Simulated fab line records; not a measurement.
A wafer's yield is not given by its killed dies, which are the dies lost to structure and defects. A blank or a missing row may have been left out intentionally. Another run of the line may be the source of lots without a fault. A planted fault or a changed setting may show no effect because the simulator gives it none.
fab line records || flow n5-finfet
record {"lots": 4, "wafers": 12, "last-day": 18}
route steps=1938 shown BEOL_M6@1210 PASSIVATION@1936
lots with no fault: from the same line, run without faults
start-h: the number of hours between the record's first day and the start of the first shown wafer of the lot || wait-h: hours from the lot's prior step to this one || " unchanged from the row above || L1.1+2: one row covering several wafers at once || - no value present, or no start provided || * or withheld: withheld || < > ~ a bound
route shown NAME@n: a module of which the file shows steps, and the number in the route of the first || usual: mean and standard deviation over wafers with no fault || same: alike in all rows || chamber/n: place in a boat || sites: readings site by site || _std_site: standard deviation of those values || _edge_site: outer sites' mean less inner sites' || radius-mm: how far each site lies from the wafer's centre || mask NAME#n: copy n || behind: tool/chamber where the wafer was last shaped || hold: why the lot was held/for how many hours/how that ended || device: which transistor (n, p or np) failed to switch || end of line: the same wafers' tests at the end of the route || a step without rows: its recipe alone || killed: at the first sort, the dies lost to defects and structure; wafer yield is something else || map: a wafer's dies, x killed, . not, _ none there
set.NAME: the setting that was run; set.NAME@STEP: the one run at that earlier step || model.NAME: the simulator's own value behind a step, which no gauge read
lots at selected steps of the route; one table per step, one row per wafer
services: the hour from which a tool's chamber was out of use, counted from the record's first day as start-h (under 0 if before that day), plus the number of hours and why
## steps
# step N5_BEOL_M6_DESCUM_16
# recipe {"chemistry": "O2", "time-s": 7.9, "source-power-w": 50, "bias-power-w": 20, "pressure-mtorr": 20, "rf-frequency-hz": 2.712e+07, "temp-c": 40, "resist": "CAR-ArF", "o2-flow-sccm": 225}
# step N5_BEOL_M6_ETCH_61
# recipe {"chemistry": "CF4", "target": "SiARC", "target-depth-a": 455, "mask-material": "CAR-ArF", "time-s": 75.8, "ion-energy-ev": 80, "pressure-mtorr": 40, "source-w": 545, "bias-w": 36, "Ar_flow_sccm": 100, "cf4-flow-sccm": 100, "ends": "cleared"}
# step N5_BEOL_M6_ETCH_62
# recipe {"chemistry": "N2/H2", "target": "SOC", "target-depth-a": 1100, "overetch-a": 220, "mask-material": "SiARC", "temp-c": 40, "time-s": 165, "ion-energy-ev": 200, "pressure-mtorr": 30, "source-w": 840, "bias-w": 150, "n2-flow-sccm": 200, "h2-flow-sccm": 200}
# step N5_BEOL_M6_STRIP_68
# recipe {"chemistry": "N2/H2", "temp-c": 40, "n2-flow-sccm": 200, "h2-flow-sccm": 200, "rf-frequency-hz": 6e+07}
# step N5_BEOL_M6_STRIP_67
# recipe {"chemistry": "CF4", "resist": "SiARC", "power-w": 300, "bias-power-w": 75, "pressure-mtorr": 50, "cf4-flow-sccm": 150, "rf-frequency-hz": 6e+07}
# step N5_BEOL_M6_HM_OPEN_17
# recipe {"chemistry": "Cl2/BCl3", "target-depth-a": 200, "overetch-a": 60, "target": "TiN", "mask-material": "SOC", "ion-energy-ev": 150, "pressure-mtorr": 10, "icp-w": 1000, "bias-w": 126, "Cl2_flow_sccm": 53.25, "bcl3-flow-sccm": 21.75, "Ar_flow_sccm": 25}
# step N5_BEOL_M6_STRIP_19
# recipe {"chemistry": "O2", "power-w": 400, "temp-c": 40, "pressure-mtorr": 30, "rf-frequency-hz": 6e+07, "bias-power-w": 0, "overash-fraction": 0.2, "o2-flow-sccm": 225}
# step N5_BEOL_M6_COAT_63
# recipe {"resist": "SOC", "temp-c": 250, "time-s": 60, "spin-rpm": 1500, "resist-thk-nm": 60}
# step N5_BEOL_M6_COAT_64
# recipe {"resist": "SiARC", "temp-c": 220, "time-s": 60, "spin-rpm": 1500, "resist-thk-nm": 12}
# usual {"spin-speed-rpm": "1499.8/0.94"}
{"lot.wafer": "L511.1", "tool": "litho-track-04", "chamber": 0, "start-h": 230.92, "wait-h": "-", "spin-speed-rpm": 1499.6, "model.SiARC_of_BEOL_M6_COAT_64.thk-nm": 12}
{"lot.wafer": "L511.2", "tool": "litho-track-04", "chamber": 0, "start-h": 230.92, "wait-h": "-", "spin-speed-rpm": 1501.1, "model.SiARC_of_BEOL_M6_COAT_64.thk-nm": 12}
{"lot.wafer": "L511.4", "tool": "litho-track-04", "chamber": 0, "start-h": 230.92, "wait-h": "-", "spin-speed-rpm": 1499.7, "model.SiARC_of_BEOL_M6_COAT_64.thk-nm": 12}
{"lot.wafer": "L517.2", "tool": "litho-track-04", "chamber": 0, "start-h": 265.31, "wait-h": "-", "spin-speed-rpm": 1716.3, "model.SiARC_of_BEOL_M6_COAT_64.thk-nm": 11.4}
{"lot.wafer": "L517.4", "tool": "litho-track-04", "chamber": 0, "start-h": 265.31, "wait-h": "-", "spin-speed-rpm": 1712.6, "model.SiARC_of_BEOL_M6_COAT_64.thk-nm": 11.2}
{"lot.wafer": "L517.6", "tool": "litho-track-04", "chamber": 0, "start-h": 265.31, "wait-h": "-", "spin-speed-rpm": 1714.5, "model.SiARC_of_BEOL_M6_COAT_64.thk-nm": 11.2}
{"lot.wafer": "L520.1", "tool": "litho-track-04", "chamber": 0, "start-h": 281.59, "wait-h": "-", "spin-speed-rpm": 1715.9, "model.SiARC_of_BEOL_M6_COAT_64.thk-nm": 11.2}
{"lot.wafer": "L520.3", "tool": "litho-track-04", "chamber": 0, "start-h": 281.59, "wait-h": "-", "spin-speed-rpm": 1712.9, "model.SiARC_of_BEOL_M6_COAT_64.thk-nm": 11.2}
{"lot.wafer": "L520.4", "tool": "litho-track-04", "chamber": 0, "start-h": 281.59, "wait-h": "-", "spin-speed-rpm": 1713.0, "model.SiARC_of_BEOL_M6_COAT_64.thk-nm": 11.2}
{"lot.wafer": "L527.1", "tool": "litho-track-03", "chamber": 0, "start-h": 334.65, "wait-h": "-", "spin-speed-rpm": 1501.4, "model.SiARC_of_BEOL_M6_COAT_64.thk-nm": 12}
{"lot.wafer": "L527.5", "tool": "litho-track-03", "chamber": 0, "start-h": 334.65, "wait-h": "-", "spin-speed-rpm": 1499.4, "model.SiARC_of_BEOL_M6_COAT_64.thk-nm": 12}
{"lot.wafer": "L527.6", "tool": "litho-track-03", "chamber": 0, "start-h": 334.65, "wait-h": "-", "spin-speed-rpm": 1500.5, "model.SiARC_of_BEOL_M6_COAT_64.thk-nm": 12}
# step N5_BEOL_M6_COAT_71
# recipe {"resist": "underlayer", "temp-c": 205, "time-s": 60, "spin-rpm": 1500, "resist-thk-nm": 5}
# step N5_BEOL_M6_COAT_22
# recipe {"resist": "CAR-EUV", "spin-rpm": 1500, "resist-thk-nm": 30}
# step N5_BEOL_M6_EBR_24
# recipe {"solvent": "PGMEA", "ebr-width-mm": 1.5}
# step N5_BEOL_M6_SOFTBAKE_23
# recipe {"temp-c": 110, "time-s": 60, "resist": "CAR-EUV"}
# step N5_BEOL_M6_EXPOSE_25
# recipe {"mask-id": "V5", "na": 0.33, "source-shape": "annular", "sigma-inner": 0.4, "sigma-outer": 0.8, "polarization": "unpolarized", "target-cd-nm": 40, "dose-mj": 45}
# step N5_BEOL_M6_PEB_26
# recipe {"peb-temp-c": 100, "peb-time-s": 60, "resist": "CAR-EUV"}
# step N5_BEOL_M6_DEVELOP_27
# recipe {"develop-time-s": 30, "developer": "TMAH", "resist": "CAR-EUV", "rinse-liquid": "surfactant-rinse", "dry": "air-spin", "dev-temp-c": 23}
# step N5_BEOL_M6_DESCUM_33
# recipe {"chemistry": "O2", "time-s": 7, "source-power-w": 50, "bias-power-w": 20, "pressure-mtorr": 20, "rf-frequency-hz": 2.712e+07, "temp-c": 40, "resist": "CAR-EUV", "o2-flow-sccm": 225}
# step N5_BEOL_M6_ETCH_72
# recipe {"chemistry": "N2/H2", "target": "underlayer", "target-depth-a": 65, "mask-material": "CAR-EUV", "time-s": 5.2, "ion-energy-ev": 200, "pressure-mtorr": 30, "source-w": 840, "bias-w": 150, "n2-flow-sccm": 200, "h2-flow-sccm": 200, "ends": "cleared"}
# step N5_BEOL_M6_ETCH_65
# recipe {"chemistry": "CF4", "target": "SiARC", "target-depth-a": 156, "mask-material": "CAR-EUV", "time-s": 26, "ion-energy-ev": 80, "pressure-mtorr": 40, "source-w": 545, "bias-w": 36, "Ar_flow_sccm": 100, "cf4-flow-sccm": 100, "ends": "cleared"}
# usual {"drypump-motor-current-A": "5.7/0.37", "etch-rf-on-time-s": "25.7/0.63", "oes-product-au": "0.70/0.072", "rf-vpp-V": "183.8/1.3", "showerhead-plenum-p-Torr": "2.12/0.097", "throttle-valve-pct": "15.64/0.23"}
{"lot.wafer": "L511.1", "tool": "rie-diel-05", "chamber": 1, "start-h": 231.45, "wait-h": 0.0, "drypump-motor-current-A": 5.5, "etch-rf-on-time-s": 25.4, "oes-product-au": 0.73, "rf-hours-counter-h": 68, "rf-vpp-V": 184.6, "showerhead-plenum-p-Torr": 2.18, "throttle-valve-pct": 15.78, "model.etch.depth-nm": 12.09}
{"lot.wafer": "L511.2", "tool": "rie-diel-05", "chamber": 2, "start-h": 231.45, "wait-h": 0.0, "drypump-motor-current-A": 5.8, "etch-rf-on-time-s": 25.1, "oes-product-au": 0.64, "rf-hours-counter-h": 177, "rf-vpp-V": 181.4, "showerhead-plenum-p-Torr": 1.97, "throttle-valve-pct": 15.91, "model.etch.depth-nm": 12.05}
{"lot.wafer": "L511.4", "tool": "rie-diel-05", "chamber": 1, "start-h": 231.45, "wait-h": 0.0, "drypump-motor-current-A": 5.4, "etch-rf-on-time-s": 25.5, "oes-product-au": 0.74, "rf-hours-counter-h": "-", "rf-vpp-V": 184.4, "showerhead-plenum-p-Torr": 2.18, "throttle-valve-pct": 15.81, "model.etch.depth-nm": 12.09}
{"lot.wafer": "L517.2", "tool": "rie-diel-03", "chamber": 2, "start-h": 266.20, "wait-h": 0.0, "drypump-motor-current-A": 5.6, "etch-rf-on-time-s": 24.9, "oes-product-au": 0.60, "rf-hours-counter-h": 206, "rf-vpp-V": 183.6, "showerhead-plenum-p-Torr": 2.13, "throttle-valve-pct": 15.66, "model.etch.depth-nm": 11.31}
{"lot.wafer": "L517.4", "tool": "rie-diel-03", "chamber": 0, "start-h": 266.20, "wait-h": 0.0, "drypump-motor-current-A": 5.8, "etch-rf-on-time-s": 24.7, "oes-product-au": 0.60, "rf-hours-counter-h": 197, "rf-vpp-V": 181.9, "showerhead-plenum-p-Torr": 1.97, "throttle-valve-pct": 15.88, "model.etch.depth-nm": 11.26}
{"lot.wafer": "L517.6", "tool": "rie-diel-03", "chamber": 2, "start-h": 266.20, "wait-h": 0.0, "drypump-motor-current-A": 5.6, "etch-rf-on-time-s": 25.0, "oes-product-au": 0.60, "rf-hours-counter-h": "-", "rf-vpp-V": 183.9, "showerhead-plenum-p-Torr": 2.13, "throttle-valve-pct": 15.68, "model.etch.depth-nm": 11.29}
{"lot.wafer": "L520.1", "tool": "rie-diel-04", "chamber": 0, "start-h": 282.08, "wait-h": 0.0, "drypump-motor-current-A": 6.2, "etch-rf-on-time-s": 23.5, "oes-product-au": 0.72, "rf-hours-counter-h": 69, "rf-vpp-V": 185.9, "showerhead-plenum-p-Torr": 2.27, "throttle-valve-pct": 15.92, "model.etch.depth-nm": 11.22}
{"lot.wafer": "L520.3", "tool": "rie-diel-04", "chamber": 1, "start-h": 282.08, "wait-h": 0.0, "drypump-motor-current-A": 6.0, "etch-rf-on-time-s": 23.8, "oes-product-au": 0.74, "rf-hours-counter-h": 44, "rf-vpp-V": 183.0, "showerhead-plenum-p-Torr": 2.09, "throttle-valve-pct": 15.37, "model.etch.depth-nm": 11.24}
{"lot.wafer": "L520.4", "tool": "rie-diel-04", "chamber": 2, "start-h": 282.08, "wait-h": 0.0, "drypump-motor-current-A": 5.9, "etch-rf-on-time-s": 23.9, "oes-product-au": 0.71, "rf-hours-counter-h": 82, "rf-vpp-V": 183.5, "showerhead-plenum-p-Torr": 2.07, "throttle-valve-pct": 15.62, "model.etch.depth-nm": 11.24}
{"lot.wafer": "L527.1", "tool": "rie-diel-05", "chamber": 2, "start-h": 335.09, "wait-h": 0.0, "drypump-motor-current-A": 5.8, "etch-rf-on-time-s": 25.0, "oes-product-au": 0.61, "rf-hours-counter-h": 213, "rf-vpp-V": 182.1, "showerhead-plenum-p-Torr": 1.95, "throttle-valve-pct": 15.98, "model.etch.depth-nm": 12.02}
{"lot.wafer": "L527.5", "tool": "rie-diel-05", "chamber": 3, "start-h": 335.09, "wait-h": 0.0, "drypump-motor-current-A": 4.9, "etch-rf-on-time-s": 26.7, "oes-product-au": 0.68, "rf-hours-counter-h": "-", "rf-vpp-V": 186.1, "showerhead-plenum-p-Torr": 2.24, "throttle-valve-pct": 15.57, "model.etch.depth-nm": 12.03}
{"lot.wafer": "L527.6", "tool": "rie-diel-05", "chamber": 0, "start-h": 335.09, "wait-h": 0.0, "drypump-motor-current-A": 5.4, "etch-rf-on-time-s": 25.0, "oes-product-au": 0.78, "rf-hours-counter-h": "-", "rf-vpp-V": 183.2, "showerhead-plenum-p-Torr": 2.08, "throttle-valve-pct": 15.41, "model.etch.depth-nm": 12.06}
# step N5_BEOL_M6_ETCH_66
# recipe {"chemistry": "N2/H2", "target": "SOC", "target-depth-a": 800, "overetch-a": 160, "mask-material": "SiARC", "temp-c": 40, "time-s": 120, "ion-energy-ev": 200, "pressure-mtorr": 30, "source-w": 840, "bias-w": 150, "n2-flow-sccm": 200, "h2-flow-sccm": 200}
# usual {"drypump-motor-current-A": "5.7/0.37", "oes-product-au": "0.63/0.06", "rf-vpp-V": "523/3.3", "showerhead-plenum-p-Torr": "2.52/0.11", "throttle-valve-pct": "17.89/0.25"}
{"lot.wafer": "L511.1", "tool": "rie-diel-05", "chamber": 1, "start-h": 231.48, "wait-h": 0.0, "drypump-motor-current-A": 5.5, "oes-product-au": 0.64, "rf-hours-counter-h": 68, "rf-vpp-V": 524, "showerhead-plenum-p-Torr": 2.58, "throttle-valve-pct": 18.10, "model.SiARC_of_BEOL_M6_COAT_64.thk-nm": 6.2}
{"lot.wafer": "L511.2", "tool": "rie-diel-05", "chamber": 2, "start-h": 231.48, "wait-h": 0.0, "drypump-motor-current-A": 5.8, "oes-product-au": 0.55, "rf-hours-counter-h": 177, "rf-vpp-V": 517, "showerhead-plenum-p-Torr": 2.33, "throttle-valve-pct": 18.24, "model.SiARC_of_BEOL_M6_COAT_64.thk-nm": 6.2}
{"lot.wafer": "L511.4", "tool": "rie-diel-05", "chamber": 1, "start-h": 231.48, "wait-h": 0.0, "drypump-motor-current-A": 5.5, "oes-product-au": 0.64, "rf-hours-counter-h": "-", "rf-vpp-V": 526, "showerhead-plenum-p-Torr": 2.58, "throttle-valve-pct": 18.08, "model.SiARC_of_BEOL_M6_COAT_64.thk-nm": 6.4}
{"lot.wafer": "L517.2", "tool": "rie-diel-03", "chamber": 2, "start-h": 266.23, "wait-h": 0.0, "drypump-motor-current-A": 5.6, "oes-product-au": 0.54, "rf-hours-counter-h": 206, "rf-vpp-V": 523, "showerhead-plenum-p-Torr": 2.51, "throttle-valve-pct": 17.71, "model.SiARC_of_BEOL_M6_COAT_64.thk-nm": 6}
{"lot.wafer": "L517.4", "tool": "rie-diel-03", "chamber": 0, "start-h": 266.23, "wait-h": 0.0, "drypump-motor-current-A": 5.7, "oes-product-au": 0.55, "rf-hours-counter-h": 197, "rf-vpp-V": 517, "showerhead-plenum-p-Torr": 2.34, "throttle-valve-pct": 18.13, "model.SiARC_of_BEOL_M6_COAT_64.thk-nm": 5.6}
{"lot.wafer": "L517.6", "tool": "rie-diel-03", "chamber": 2, "start-h": 266.23, "wait-h": 0.0, "drypump-motor-current-A": 5.6, "oes-product-au": 0.54, "rf-hours-counter-h": "-", "rf-vpp-V": 525, "showerhead-plenum-p-Torr": 2.50, "throttle-valve-pct": 17.73, "model.SiARC_of_BEOL_M6_COAT_64.thk-nm": 5.8}
{"lot.wafer": "L520.1", "tool": "rie-diel-04", "chamber": 0, "start-h": 282.11, "wait-h": 0.0, "drypump-motor-current-A": 6.1, "oes-product-au": 0.63, "rf-hours-counter-h": 69, "rf-vpp-V": 529, "showerhead-plenum-p-Torr": 2.69, "throttle-valve-pct": 18.15, "model.SiARC_of_BEOL_M6_COAT_64.thk-nm": 5.6}
{"lot.wafer": "L520.3", "tool": "rie-diel-04", "chamber": 1, "start-h": 282.11, "wait-h": 0.0, "drypump-motor-current-A": 6.1, "oes-product-au": 0.66, "rf-hours-counter-h": 44, "rf-vpp-V": 521, "showerhead-plenum-p-Torr": 2.49, "throttle-valve-pct": 17.68, "model.SiARC_of_BEOL_M6_COAT_64.thk-nm": 5.4}
{"lot.wafer": "L520.4", "tool": "rie-diel-04", "chamber": 2, "start-h": 282.11, "wait-h": 0.0, "drypump-motor-current-A": 6.0, "oes-product-au": 0.63, "rf-hours-counter-h": 82, "rf-vpp-V": 522, "showerhead-plenum-p-Torr": 2.46, "throttle-valve-pct": 17.87, "model.SiARC_of_BEOL_M6_COAT_64.thk-nm": 5.4}
{"lot.wafer": "L527.1", "tool": "rie-diel-05", "chamber": 2, "start-h": 335.12, "wait-h": 0.0, "drypump-motor-current-A": 5.8, "oes-product-au": 0.54, "rf-hours-counter-h": 213, "rf-vpp-V": 518, "showerhead-plenum-p-Torr": 2.32, "throttle-valve-pct": 18.33, "model.SiARC_of_BEOL_M6_COAT_64.thk-nm": 6}
{"lot.wafer": "L527.5", "tool": "rie-diel-05", "chamber": 3, "start-h": 335.12, "wait-h": 0.0, "drypump-motor-current-A": 4.9, "oes-product-au": 0.62, "rf-hours-counter-h": "-", "rf-vpp-V": 528, "showerhead-plenum-p-Torr": 2.68, "throttle-valve-pct": 17.96, "model.SiARC_of_BEOL_M6_COAT_64.thk-nm": 6.6}
{"lot.wafer": "L527.6", "tool": "rie-diel-05", "chamber": 0, "start-h": 335.12, "wait-h": 0.0, "drypump-motor-current-A": 5.4, "oes-product-au": 0.68, "rf-hours-counter-h": "-", "rf-vpp-V": 523, "showerhead-plenum-p-Torr": 2.49, "throttle-valve-pct": 17.67, "model.SiARC_of_BEOL_M6_COAT_64.thk-nm": 6.2}
# step N5_BEOL_M6_STRIP_69
# recipe {"chemistry": "N2/H2", "temp-c": 40, "n2-flow-sccm": 200, "h2-flow-sccm": 200, "rf-frequency-hz": 6e+07}
# step N5_PASSIVATION_PROBE_49
# usual {"defect-limited-yield": "91.0/1.4", "killed_at_M0_to_M3": "36/10", "killed_at_M4_up": "15/5", "killed-at-contacts": "12/6.1", "killed-at-front-end": "40/13", "killed-at-other": "3.8/2.9", "killed-dies": "106/16", "killed-open": "68/12", "killed-short": "35/8.2", "sort_bin_5_function": "5.2/0.9", "sort_bin_6_memory": "3.4/0.71", "sort-n-pass": "1073/17", "sort-yield-pct": "91.0/1.5"}
# same {"gross-dies": 1180, "killed-at-back-side": 0, "sort_bin_4_leakage[%]": 0, "sort_bin_8_speed[%]": 0}
{"lot.wafer": "L517.2", "tool": "prober-01", "chamber": "-", "start-h": 377.24, "wait-h": 0.5, "defect-limited-yield[%]": 91.4, "killed_at_M0_to_M3": 39, "killed_at_M4_up": 13, "killed-at-contacts": 11, "killed-at-front-end": 37, "killed-at-other": 1, "killed-dies": 101, "killed-open": 57, "killed-short": 32, "sort_bin_5_function[%]": 4.4, "sort_bin_6_memory[%]": 2.9, "sort-n-pass": 1079, "sort-yield-pct[%]": 91.4}
{"lot.wafer": "L517.4", "tool": "prober-01", "chamber": "-", "start-h": 377.34, "wait-h": 0.6, "defect-limited-yield[%]": 91.6, "killed_at_M0_to_M3": 35, "killed_at_M4_up": 10, "killed-at-contacts": 19, "killed-at-front-end": 33, "killed-at-other": 2, "killed-dies": 99, "killed-open": 63, "killed-short": 32, "sort_bin_5_function[%]": 5.0, "sort_bin_6_memory[%]": 3.1, "sort-n-pass": 1081, "sort-yield-pct[%]": 91.6}
{"lot.wafer": "L517.6", "tool": "prober-01", "chamber": "-", "start-h": 377.44, "wait-h": 0.7, "defect-limited-yield[%]": 92.7, "killed_at_M0_to_M3": 23, "killed_at_M4_up": 15, "killed-at-contacts": 24, "killed-at-front-end": 21, "killed-at-other": 3, "killed-dies": 86, "killed-open": 57, "killed-short": 29, "sort_bin_5_function[%]": 4.8, "sort_bin_6_memory[%]": 2.5, "sort-n-pass": 1094, "sort-yield-pct[%]": 92.7}
{"lot.wafer": "L520.1", "tool": "prober-02", "chamber": "-", "start-h": 391.63, "wait-h": 0.0, "defect-limited-yield[%]": 91.1, "killed_at_M0_to_M3": 48, "killed_at_M4_up": 19, "killed-at-contacts": 6, "killed-at-front-end": 29, "killed-at-other": 3, "killed-dies": 105, "killed-open": 59, "killed-short": 44, "sort_bin_5_function[%]": 5.2, "sort_bin_6_memory[%]": 3.5, "sort-n-pass": 1075, "sort-yield-pct[%]": 91.1}
{"lot.wafer": "L520.3", "tool": "prober-02", "chamber": "-", "start-h": 391.73, "wait-h": 0.1, "defect-limited-yield[%]": 90.5, "killed_at_M0_to_M3": 40, "killed_at_M4_up": 24, "killed-at-contacts": 11, "killed-at-front-end": 32, "killed-at-other": 5, "killed-dies": 112, "killed-open": 77, "killed-short": 31, "sort_bin_5_function[%]": 5.4, "sort_bin_6_memory[%]": 3.8, "sort-n-pass": 1068, "sort-yield-pct[%]": 90.5}
{"lot.wafer": "L520.4", "tool": "prober-02", "chamber": "-", "start-h": 391.78, "wait-h": 0.2, "defect-limited-yield[%]": 91.4, "killed_at_M0_to_M3": 45, "killed_at_M4_up": 17, "killed-at-contacts": 5, "killed-at-front-end": 32, "killed-at-other": 3, "killed-dies": 102, "killed-open": 53, "killed-short": 40, "sort_bin_5_function[%]": 5.2, "sort_bin_6_memory[%]": 2.3, "sort-n-pass": 1078, "sort-yield-pct[%]": 91.4}
# killed by level:class
L517.2 HKMG_FIN:area-etch=11 BEOL_M0_SAQP:geometric-particle:open=8 BEOL_M2:geometric-particle:open=7 FIN_SAQP:geometric-particle:open=6 MOL_CONTACT_COAG:geometric-particle:open=6 BEOL_M0_SAQP:geometric-particle:short=6 MOL_CONTACT_COAG:geometric-particle:short=5 BEOL_M2:geometric-particle:short=5
L517.4 MOL_CONTACT_COAG:geometric-particle:open=16 BEOL_M2:geometric-particle:open=10 ILD0:geometric-particle:short=6 BEOL_M1:geometric-particle:open=6 BEOL_M4:geometric-particle:open=6 BEOL_M0_SAQP:geometric-particle:short=5 FIN_SAQP:geometric-particle:short=4 BEOL_M0_SAQP:geometric-particle:open=4
L517.6 MOL_CONTACT_COAG:geometric-particle:open=18 BEOL_M4:geometric-particle:open=8 MOL_CONTACT_COAG:geometric-particle:short=6 BEOL_M2:geometric-particle:open=6 BEOL_M3:geometric-particle:open=4 STARTING-WAFER:geometric-particle:short=4 FIN_SAQP:geometric-particle:short=3 BEOL_M0_SAQP:geometric-particle:open=3
L520.1 BEOL_M0_SAQP:geometric-particle:short=13 BEOL_M1:geometric-particle:open=12 BEOL_M0_SAQP:geometric-particle:open=10 GATE_CUT:geometric-particle:short=6 DUMMY_GATE:geometric-particle:open=5 BEOL_M4:geometric-particle:open=5 GATE_CUT:geometric-particle:open=4 MOL_CONTACT_COAG:geometric-particle:open=4
L520.3 BEOL_M0_SAQP:geometric-particle:open=12 BEOL_M1:geometric-particle:open=11 MOL_CONTACT_COAG:geometric-particle:open=10 DUMMY_GATE:geometric-particle:open=8 GATE_CUT:geometric-particle:short=6 BEOL_M0_SAQP:geometric-particle:short=5 BEOL_M4:geometric-particle:open=5 STARTING-WAFER:geometric-particle:open=5
L520.4 BEOL_M0_SAQP:geometric-particle:short=13 BEOL_M0_SAQP:geometric-particle:open=13 BEOL_M1:geometric-particle:open=6 HKMG_FIN:area-etch=6 GATE_CUT:geometric-particle:short=5 BEOL_M1:geometric-particle:short=5 MOL_CONTACT_COAG:geometric-particle:open=4 BEOL_M3:geometric-particle:open=4
## services
{"tool": "rie-diel-05", "chamber": 0, "start-h": 213.65, "hours": "-", "kind": "clean"}
{"tool": "rie-diel-05", "chamber": 0, "start-h": 213.65, "hours": "-", "kind": "consumable-replace:focus-ring"}
{"tool": "rie-diel-05", "chamber": 0, "start-h": 213.65, "hours": 29.7, "kind": "scheduled-down"}
{"tool": "rie-diel-05", "chamber": 0, "start-h": 213.65, "hours": 29.7, "kind": "vent-cycle"}
{"tool": "rie-diel-04", "chamber": 3, "start-h": 232.80, "hours": "-", "kind": "clean"}
{"tool": "rie-diel-04", "chamber": 3, "start-h": 232.80, "hours": "-", "kind": "consumable-replace:focus-ring"}
{"tool": "rie-diel-04", "chamber": 3, "start-h": 232.80, "hours": 26.5, "kind": "scheduled-down"}
{"tool": "rie-diel-04", "chamber": 3, "start-h": 232.80, "hours": 26.5, "kind": "vent-cycle"}
{"tool": "litho-track-03", "chamber": "-", "start-h": 250.18, "hours": "-", "kind": "consumable-replace:filter"}
{"tool": "rie-diel-05", "chamber": 0, "start-h": 275.61, "hours": 2.2, "kind": "repair"}
{"tool": "rie-diel-03", "chamber": 1, "start-h": 288.45, "hours": 4.6, "kind": "repair"}
{"tool": "rie-diel-04", "chamber": 3, "start-h": 291.79, "hours": 3.6, "kind": "repair"}
## key
first-sign {"step": "N5_BEOL_M6_COAT_64", "reading": "spin-speed-rpm", "direction": "up", "sigmas": "99+", "usual": "*", "struck": "*"}
effect none on later readings
model-effect {"step": "N5_BEOL_M6_COAT_64", "value": "SiARC_of_BEOL_M6_COAT_64.thk-nm", "without": 12, "struck": 11.23}
model-effect {"step": "N5_BEOL_M6_ETCH_65", "value": "etch.depth-nm", "without": 12.04, "struck": 11.26}
model-effect {"step": "N5_BEOL_M6_ETCH_66", "value": "SiARC_of_BEOL_M6_COAT_64.thk-nm", "without": 6.4, "struck": 5.633}
met-at N5_BEOL_M6_COAT_64
struck-wafers L517.2,L517.4,L517.6,L520.1,L520.3,L520.4
baseline-loss {"step": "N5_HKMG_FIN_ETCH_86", "wafers": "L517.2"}
onset-between 230.92 265.31
fault {"kind": "process-parameter-drift", "tool": "litho-track-04", "chamber": "-", "onset-h": 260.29, "steps": "N5_BEOL_M6_COAT_64", "channel": "spin-rpm", "offset": "*", "shape": "step", "end-h": 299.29, "acts-in": "*", "stated": "*"}
# baseline-loss: these wafers lose ten dies or more at that step, a loss of the line's own and not of a fault; the sort's usual values leave them out
